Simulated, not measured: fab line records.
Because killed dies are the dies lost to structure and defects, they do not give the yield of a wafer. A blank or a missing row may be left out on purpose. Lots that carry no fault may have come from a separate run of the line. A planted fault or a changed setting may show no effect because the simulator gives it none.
Which of the tools did it? :: flow n5-finfet :: 31 wafers from 11 lots sampled at 2 of the route's 1938 steps

## WHAT THE GAUGES SHOWED, per wafer
N5_BEOL_M0_RS_MEAS_126: the measuring method here is four-point-probe.
lot: L324
measured: day 5 23:35
on: film-metro-02
M0_RS (ohm/sq): 0.540 0.570 0.517

lot: L327
measured: day 6 19:59
on: film-metro-02
M0_RS (ohm/sq): 0.577 0.538 0.538

lot: L330
measured: day 7 10:14
on: film-metro-01
M0_RS (ohm/sq): 0.557 0.508 0.558

lot: L333
measured: day 8 04:47
on: film-metro-01
M0_RS (ohm/sq): 0.525 0.530 0.493

lot: L335
measured: day 8 20:55
on: film-metro-02
M0_RS (ohm/sq): 0.574 0.576 0.575

lot: L336
measured: day 9 02:17
on: film-metro-01
M0_RS (ohm/sq): 0.549 0.496 0.528

lot: L342
measured: day 10 13:44
on: film-metro-01
M0_RS (ohm/sq): 0.528 0.536 0.507

lot: L343
measured: day 10 15:14
on: film-metro-02
M0_RS (ohm/sq): 0.517 0.545 0.513

lot: L344
measured: day 11 01:14
on: film-metro-01
M0_RS (ohm/sq): 0.560 0.532 0.527

lot: L346
measured: day 11 09:38
on: film-metro-01
M0_RS (ohm/sq): 0.529 0.567

lot: L347
measured: day 11 23:48
on: film-metro-01
M0_RS (ohm/sq): 0.515 0.548

## WHAT TOOL EACH LOT RAN ON (gives the tool, then ch and the chambers of the sampled wafers, and finally the start)
lot: L324
N5_BEOL_M0_ANNEAL_135: pvd-sputter-01, day 5 21:17

lot: L327
N5_BEOL_M0_ANNEAL_135: pvd-sputter-01, day 6 18:53

lot: L330
N5_BEOL_M0_ANNEAL_135: pvd-sputter-01, day 7 09:08

lot: L333
N5_BEOL_M0_ANNEAL_135: pvd-sputter-01, day 8 03:43

lot: L335
N5_BEOL_M0_ANNEAL_135: pvd-sputter-01, day 8 19:25

lot: L336
N5_BEOL_M0_ANNEAL_135: pvd-sputter-03, day 9 01:13

lot: L342
N5_BEOL_M0_ANNEAL_135: pvd-sputter-03, day 10 12:36

lot: L343
N5_BEOL_M0_ANNEAL_135: pvd-sputter-03, day 10 14:09

lot: L344
N5_BEOL_M0_ANNEAL_135: pvd-sputter-02, day 10 23:50

lot: L346
N5_BEOL_M0_ANNEAL_135: pvd-sputter-03, day 11 08:16

lot: L347
N5_BEOL_M0_ANNEAL_135: pvd-sputter-01, day 11 22:36
- N5_BEOL_M0_ANNEAL_135: time 60 s.

## THE ANSWER, worked out from the rows above alone
Rule: the usual values come from the lots themselves. The widest of any qualifying gaps counts: lots, ordered by their means at a reading, are off when they make up no more than a third of the lots, leave a main group of 4 or more, and stand apart from it by 3 or more times the standard deviation of that group's means. If all means in a main group match to the digits the tables above print for the reading, that group is not used. Also off: a lot with no number at a reading for which 4 or more lots have one. The other lots that the step has rows for count as sound.
Across all readings shown, no lot is off: no conclusion can be drawn from this.

## WHAT THE SIMULATOR PUT IN
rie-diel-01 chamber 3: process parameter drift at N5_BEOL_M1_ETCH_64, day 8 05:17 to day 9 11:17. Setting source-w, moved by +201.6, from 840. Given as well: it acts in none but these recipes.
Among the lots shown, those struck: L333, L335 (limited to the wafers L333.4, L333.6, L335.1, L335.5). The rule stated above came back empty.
